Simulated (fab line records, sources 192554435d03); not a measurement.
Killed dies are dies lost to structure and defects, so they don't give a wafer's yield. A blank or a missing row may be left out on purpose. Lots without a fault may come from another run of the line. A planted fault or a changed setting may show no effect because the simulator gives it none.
Which tool did it? | flow n5_finfet | 12 lots, 36 wafers sampled, at 1 step of a route of 1938

WHAT THE GAUGES READ, wafer by wafer
N5_BEOL_M2_OVL_MEAS_29.
lot  | measured     | on         | V1_OVL (nm)
L075 | day 6 23:47  | overlay-01 | 0.0 -0.5 -0.1
L077 | day 7 05:25  | overlay-02 | -1.2 -0.9 -1.2
L079 | day 7 11:34  | overlay-02 | -0.3 -1.1 0.8
L081 | day 8 13:58  | overlay-02 | 0.7 -0.2 0.5
L083 | day 8 15:56  | overlay-01 | 0.2 0.6 0.8
L085 | day 9 23:37  | overlay-01 | 0.9 -0.8 1.1
L087 | day 10 02:33 | overlay-01 | 1.2 1.3 -0.5
L089 | day 10 15:11 | overlay-01 | 1.2 1.0 0.8
L090 | day 10 22:22 | overlay-01 | 2.3 0.7 1.1
L093 | day 11 07:01 | overlay-02 | 0.8 1.7 0.7
L095 | day 11 23:46 | overlay-02 | 0.0 -0.8 0.3
L097 | day 12 13:23 | overlay-02 | 0.6 0.7 0.8

WHICH TOOL RAN EACH LOT (tool, then ch and the chambers of the sampled wafers, then the start)
The record holds no process step before these readings.

THE ANSWER, worked out from the rows above alone
Rule: what is usual is taken from the lots themselves. Put in order of their means at a reading, lots are off if they are a third of the lots or fewer, leave a main group of 4 or more, and stand apart from it by a gap of 3 or more times the standard deviation of the main group's means; of several such gaps the widest counts. A main group whose means are all the same, to the digits that the tables above print for the reading, isn't used. A lot without any number at a reading at which 4 lots or more have one is off too. The other lots that the step has rows for count as sound.
No lot is off at any reading shown: from this, nothing can be told.

WHAT THE SIMULATOR HAD PUT IN
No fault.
